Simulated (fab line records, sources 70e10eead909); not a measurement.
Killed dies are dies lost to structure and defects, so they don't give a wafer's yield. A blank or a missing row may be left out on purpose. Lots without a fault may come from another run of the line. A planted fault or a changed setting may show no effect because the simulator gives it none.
A struck lot beside a sound one | flow nand_harc | 13 steps out of a route of 1302
Sound: wafers L327.1, L327.3, L327.6. Struck: wafer L344.2. (L344.3 of the same lot was not struck and is left out.) The cause comes at the end.
At each step with rows: each side's tool, then ch and its chambers, then its first start. Under that, the readings that differ: sound wafers | struck wafers | difference of the means | sigmas: that difference in standard deviations of wafers without a fault.
alike: readings whose means differ by less than 2 such deviations, and words and numbers that are the same on both sides. not compared: withheld readings, readings that some wafer has no value for, bounds like >300 that may hide the same value, and numbers for which the record gives no deviation and whose values overlap.
The two part at a step that has a row with sigmas, a row that says differs or no value, or rows on one side only. Numbers that don't overlap but have no deviation are shown without sigmas and don't part them. A reading that every wafer of one side lacks parts them only if that side has two wafers or more.

first, 1 step without rows for these wafers: NHARC_A_SLIT_SRD_20.
NHARC_A_SLIT_CD_MEAS_21:
  sound on cd_sem-02, day 19 20:47; struck on cd_sem-02, day 27 13:15
  alike: cd_nm
then, 3 steps without rows for these wafers: NHARC_A_SIN_REMOVE_WET_00 (chemistry H3PO4, time 15300 s); NHARC_A_SIN_REMOVE_PRECLEAN_01 (cleans in SC1); NHARC_A_SIN_REMOVE_SRD_02.
NHARC_A_SIN_REMOVE_INSPECT_04:
  sound on defect_inspect-01, day 20 03:23; struck on defect_inspect-02, day 27 19:53
  alike: raw_defect_count
NHARC_A_WL_FILL_ALD_00: deposits Al2O3, target thk 3 nm, pulse time 3 s, ald cycles 30.
  sound on ald_hk-03 ch 0,3, day 20 04:57; struck on ald_hk-02 ch 1, day 27 20:01
  alike: heater_power_w, precursor_pulse_height_rel
  not compared: since_wet_clean_h
NHARC_A_WL_FILL_RTA_01: time 5 s.
  sound on rtp_anneal-02 ch 0, day 20 05:23; struck on rtp_anneal-01 ch 0, day 27 20:25
  alike: lamp_power_pct, wafer_temp_C_max
NHARC_A_WL_FILL_ALD_02: deposits TiN, target thk 2 nm, pulse time 3 s, ald cycles 100.
  sound on ald_metal-03 ch 1,2, day 20 05:38; struck on ald_metal-03 ch 3, day 27 20:35
  alike: heater_power_w, precursor_pulse_height_rel
  not compared: since_wet_clean_h
NHARC_A_WL_FILL_CVD_03: deposits W, target thk 40 nm, time 279 s.
  sound on cvd_w-01 ch 0, day 20 06:05; struck on cvd_w-02 ch 0, day 27 21:02
  alike: heater_power_w, mfc_h2_sccm, throttle_valve_pct
  not compared: since_wet_clean_h
NHARC_A_WL_FILL_ETCHBACK_04: etches the open film in NF3, target depth 60 nm, time 120 s.
  sound on rie_metal-01 ch 0,1, day 20 06:29; struck on rie_metal-01 ch 1, day 27 21:26
  reading          | sound             | struck | difference | sigmas
  run_length_s (s) | 141.4 141.5 140.6 | 101.7  | -39.5      | -82
  alike: drypump_motor_current_A, oes_product_au
  not compared: rf_hours_counter_h
NHARC_A_WL_FILL_ETCHBACK_05: etches the open film in Cl2/BCl3, target depth 22 nm, time 60 s.
  sound on rie_metal-01 ch 0,1, day 20 06:44; struck on rie_metal-01 ch 1, day 27 21:39
  alike: drypump_motor_current_A, oes_product_au, run_length_s, temp_c
  not compared: rf_hours_counter_h
-- the record jumps here: 4 days lie between the struck wafers' starts before and after (it left off in module A_WL_FILL and takes up again in module END, whose first step shown is number 1302 of the route) --
NHARC_END_SORT_01:
  the record has rows for the struck wafers here (prober-02 ch 0, day 31 19:25) and none for the sound ones

WHERE THEY PART
First at NHARC_A_WL_FILL_ETCHBACK_04; last, within this record, at NHARC_END_SORT_01.

WHY: what the simulator had put in
Process parameter drift: rie_metal-01, from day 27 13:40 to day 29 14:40, at NHARC_A_WL_FILL_ETCHBACK_04. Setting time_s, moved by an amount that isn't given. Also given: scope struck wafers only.
